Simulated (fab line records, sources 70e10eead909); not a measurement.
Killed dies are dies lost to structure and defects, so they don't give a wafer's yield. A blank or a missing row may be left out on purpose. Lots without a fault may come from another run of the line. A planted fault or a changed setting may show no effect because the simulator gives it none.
One fault seen from 3 desks | flow nand_harc | each desk has only its own numbers; what lay behind them comes last

THE DEFECT DESK
What the inspections along the route counted, lot by lot: means of the sampled wafers that have a number. A lot is out of limits, marked OUT, if its mean lies more than 4 standard deviations from the usual mean; the brackets give that distance.
Columns: A = raw_defect_count at NHARC_P_START_INSPECT_01, usual 3.6
lot  | first seen here | A
L690 | day 1 12:02     | 2.0
L692 | day 2 00:02     | 3.7
L693 | day 2 06:02     | 3.0
L695 | day 2 18:02     | 3.7
L696 | day 3 00:02     | 2.0
L698 | day 3 12:02     | 6.0
L699 | day 3 18:02     | 2.3
L703 | day 4 18:02     | 1.0
L707 | day 5 18:02     | 4.0
L708 | day 6 00:02     | 5.0
L710 | day 6 12:02     | 3.7
L713 | day 7 06:02     | 3.3
This desk's finding: nothing out of limits on any of the 12 lots.

THE METROLOGY DESK
What the gauges read, lot by lot, whatever tool the lot ran on: means of the sampled wafers that have a number. A lot is out of limits, marked OUT, if its mean lies more than 4 standard deviations from the usual mean; the brackets give that distance.
Columns: A = cd_nm at NHARC_P_ZERO_WELL_CD_MEAS_37, usual 720.2 nm
lot  | first seen here | A
L690 | day 1 16:14     | 719.0
L692 | day 2 04:01     | 720.2
L693 | day 2 10:05     | 721.1
L695 | day 2 22:16     | 722.1
L696 | day 3 04:08     | 787.5 (+27) OUT
L698 | day 3 16:07     | 787.8 (+27) OUT
L699 | day 3 22:08     | 786.4 (+26) OUT
L703 | day 4 22:11     | 719.0
L707 | day 5 22:07     | 720.7
L708 | day 6 04:06     | 718.5
L710 | day 6 16:06     | 721.5
L713 | day 7 10:01     | 719.8
This desk's finding: out of limits on L696, L698, L699; first on L696, day 3 04:08 (cd_nm at NHARC_P_ZERO_WELL_CD_MEAS_37). In limits: L690, L692, L693, L695, L703, L707, L708, L710, L713.

THE TOOL OWNER'S DESK: krf_scanner-02
The tool's own readings at NHARC_P_ZERO_WELL_EXPOSE_34 (exposes mask P PWELL, target cd 720 nm): means of the sampled wafers that have a number, for each lot that ran on this tool. A lot is out of limits, marked OUT, if its mean lies more than 4 standard deviations from the usual mean; the brackets give that distance.
Columns: A = exposure_dose_mJ_cm2 at NHARC_P_ZERO_WELL_EXPOSE_34, usual 22.307; B = focus_offset_nm at NHARC_P_ZERO_WELL_EXPOSE_34, usual 0.0 nm
lot  | first seen here | A                        | B
L693 | day 2 09:56     | 22.278                   | -0.2
L696 | day 3 03:59     | 32.850 (+99 or more) OUT | -0.1
L698 | day 3 15:58     | 32.874 (+99 or more) OUT | 0.0
L699 | day 3 21:58     | 32.859 (+99 or more) OUT | 0.1
This desk's finding: out of limits on L696, L698, L699; first on L696, day 3 03:59 (exposure_dose_mJ_cm2 at NHARC_P_ZERO_WELL_EXPOSE_34). In limits: L693.

PUT TOGETHER
The tool owner's desk could have raised an alarm at day 3 03:59, on L696, L698, L699.
The metrology desk could have raised an alarm at day 3 04:08, on L696, L698, L699.
The defect desk saw nothing out of limits.
The defect desk has L696, L698, L699 on record, within its limits.
Of the lots named, all ran NHARC_P_ZERO_WELL_EXPOSE_34 on krf_scanner-02.

WHAT THE SIMULATOR HAD PUT IN
Process parameter drift: krf_scanner-02, from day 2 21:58 on, at NHARC_P_ZERO_WELL_EXPOSE_34. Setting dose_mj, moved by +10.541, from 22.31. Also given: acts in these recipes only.
Lots struck among those shown: L696, L698, L699.
Hours from the fault's start to each desk's first reading out of limits: the tool owner's desk, 6; the metrology desk, 6.
